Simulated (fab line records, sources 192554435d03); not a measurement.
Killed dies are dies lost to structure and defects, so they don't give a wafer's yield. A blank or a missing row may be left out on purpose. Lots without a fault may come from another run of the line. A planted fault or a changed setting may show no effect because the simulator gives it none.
Chamber matching | flow n5_finfet | N5_BEOL_M5_DESCUM_16 on rie_diel-01: 4 sister chambers
The step chemistry O2, time 7 s. 8 wafers are shown with their chamber, then 7 later ones without.

WAFERS WITH THEIR CHAMBER
wafer  | chamber | throttle_valve_pct (%) | drypump_motor_current_A (A)
L076.1 | 1       | 20.03                  | 5.5
L079.1 | 0       | 20.40                  | 6.7
L079.6 | 2       | 20.41                  | 5.3
L082.1 | 1       | 20.04                  | 5.5
L082.3 | 0       | 20.39                  | 6.7
L082.4 | 2       | 20.41                  | 5.4
L083.4 | 3       | 20.64                  | 5.2
L083.5 | 3       | 20.61                  | 5.2

WAFERS WITHOUT THEIR CHAMBER
wafer  | throttle_valve_pct (%) | drypump_motor_current_A (A)
L083.6 | 20.41                  | 6.7
L093.3 | 20.42                  | 6.7
L093.4 | 20.45                  | 5.3
L093.5 | 20.65                  | 5.2
L095.4 | 20.44                  | 5.3
L095.5 | 20.69                  | 5.2
L095.6 | 20.45                  | 5.4

WHICH CHAMBER EACH WENT THROUGH
wafer  | from the rows above | in truth
L083.6 | 0                   | 0
L093.3 | 0                   | 0
L093.4 | 2                   | 2
L093.5 | 3                   | 3
L095.4 | 2                   | 2
L095.5 | 3                   | 3
L095.6 | 2                   | 2
Placed correctly: 7 of 7. Can't be placed from these rows: 0. Placed wrongly: 0.
How it was worked out, from the rows above alone: a wafer's distance from a chamber is the root of the sum, over the readings, of the square of ((its reading less the chamber's mean) divided by the reading's scatter). The wafer belongs to the nearest chamber; if the next one is less than 2 further off, it can't be placed. A chamber's mean is the mean of its shown wafers. The scatter: the root of (the sum of the squares of (reading less its chamber's mean) over the shown wafers, divided by (wafers less chambers)).
